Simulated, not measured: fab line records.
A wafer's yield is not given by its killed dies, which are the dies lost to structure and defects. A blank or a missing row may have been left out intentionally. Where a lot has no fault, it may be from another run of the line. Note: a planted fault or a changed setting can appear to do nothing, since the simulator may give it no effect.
A lot that was struck, set against a sound lot -- flow nand-harc -- 21 out of 1302 route steps
Sound: the wafers L907.4, L907.5, L907.6. Struck: wafers L922.2, L922.3, L922.6. The cause is given at the end.
Each step with rows lists, per side, the tool, then ch with its chambers, then its first start. Under that, the readings that differ: sound wafers -- struck wafers -- difference of the means -- sigmas: that difference in standard deviations of wafers without a fault.
alike: words and numbers the same on both sides, and readings whose means are apart by under 2 such deviations; not compared: readings that were withheld, readings missing a value for some wafer, numbers with overlapping values and no deviation given by the record, and bounds like >300 which may hide the same value.
Wherever a step has rows on one side only, a row that says differs or no value, or a row with sigmas, the two part there. Numbers that have no deviation but don't overlap get no sigmas and don't part them. Lack of a reading on every wafer of one side parts them only where that side has two or more wafers.

first, 4 steps without rows for these wafers: NHARC_P_GATE_PRECLEAN_71 (cleans in SC1); NHARC_P_GATE_SRD_72; NHARC_P_GATE_OXIDE_16 (material SiO2, target thk 3 nm, ox time 392 s); NHARC_P_GATE_CVD_17 (deposits poly-Si, target thk 150 nm, time 900 s).
NHARC_P_GATE_HM_DEP_102: deposits aC, target thk 120 nm.
  sound on acl-dep-02 ch 0, day 6 06:36; struck on acl-dep-02 ch 0, day 12 11:50
  alike: throttle-valve-pct
NHARC_P_GATE_DEP_103: deposits SiON, target thk 30 nm.
  sound on pecvd-04 ch 0,1,2, day 6 07:01; struck on pecvd-03 ch 0,1,2, day 12 12:23
  alike: heater-power-w
then, 6 steps without rows for these wafers: NHARC_P_GATE_DEHYDRATE_18 (time 120 s); NHARC_P_GATE_HMDS_19 (time 30 s); NHARC_P_GATE_COAT_20 (resist thk 90 nm); NHARC_P_GATE_SOFTBAKE_21 (time 55 s); NHARC_P_GATE_EBR_22; NHARC_P_GATE_EXPOSE_23 (exposes mask P GATE, target cd 120 nm).
NHARC_P_GATE_PEB_24: peb time 65 s.
  sound on litho-track-01 ch 0, day 6 07:32; struck on litho-track-04 ch 0, day 12 13:00
then, 1 step without rows for these wafers: NHARC_P_GATE_DEVELOP_25 (develop time 35 s).
NHARC_P_GATE_CD_MEAS_26: the cd target is 120 nm.
  sound on cd-sem-01 ch 0, day 6 07:37; struck on cd-sem-02 ch 0, day 12 13:05
reading,sound,struck,difference,sigmas
cd-nm (nm),120.5 119.7 120.7,118.1 117.4 117.6,-2.6,-5
NHARC_P_GATE_OVL_MEAS_27:
  struck on overlay-02, day 12 13:10; sound on overlay-02, day 6 07:43
reading,sound,struck,difference,sigmas
overlay-y-nm (nm),0.8 1.2 -0.1,-0.8 -1.0 -0.9,-1.5,-2
  alike: overlay-x-nm
NHARC_P_GATE_INSPECT_28:
  struck on defect-inspect-02, day 12 13:12; sound on defect-inspect-01, day 6 07:44
  alike: raw-defect-count
NHARC_P_GATE_DESCUM_31: chemistry O2, time 3 s.
  sound on rie-diel-13 ch 2,3, day 6 07:48; struck on rie-diel-13 ch 1,2, day 12 13:16
reading,sound,struck,difference,sigmas
model.P_GATE.cd-nm (nm),120.5 119.8 120.4,118.3 117.3 117.4,-2.6,
  alike: chamber-pressure-mTorr, drypump-motor-current-A, oes-product-au, rf-vpp-V, showerhead-plenum-p-Torr, throttle-valve-pct
  not compared: rf-hours-counter-h
NHARC_P_GATE_ETCH_104: etches the open film in CF4/CHF3, target depth 60 nm.
  sound on rie-diel-13 ch 1,2, day 6 07:53; struck on rie-diel-13 ch 1,2,3, day 12 13:21
reading,sound,struck,difference,sigmas
oes-product-au (a.u.),0.973 0.973 0.967,0.933 0.935 0.929,-0.039,-2
model.P_GATE.cd-nm (nm),121.1 120.3 120.9,118.6 118.1 117.9,-2.6,
  alike: bias-w, chamber-pressure-mTorr, drypump-motor-current-A, rf-vpp-V, showerhead-plenum-p-Torr, throttle-valve-pct
NHARC_P_GATE_HM_OPEN_105: chemistry O2/COS, target depth 360 nm.
  sound: rie-diel-13 ch 0,2,3; struck: rie-diel-13 ch 0,1
  alike: bias-w, chamber-pressure-mTorr, drypump-motor-current-A, mfc-ar-sccm, oes-product-au, rf-vpp-V, showerhead-plenum-p-Torr, throttle-valve-pct
  not compared: rf-hours-counter-h
NHARC_END_SORT_01:
  the record has rows for the sound wafers here (prober-01 ch 0, day 25 18:50) and none for the struck ones

== WHERE THEY PART ==
At NHARC_P_GATE_CD_MEAS_26 first; at NHARC_END_SORT_01 last (within this record only).

WHY: the cause the simulator had injected
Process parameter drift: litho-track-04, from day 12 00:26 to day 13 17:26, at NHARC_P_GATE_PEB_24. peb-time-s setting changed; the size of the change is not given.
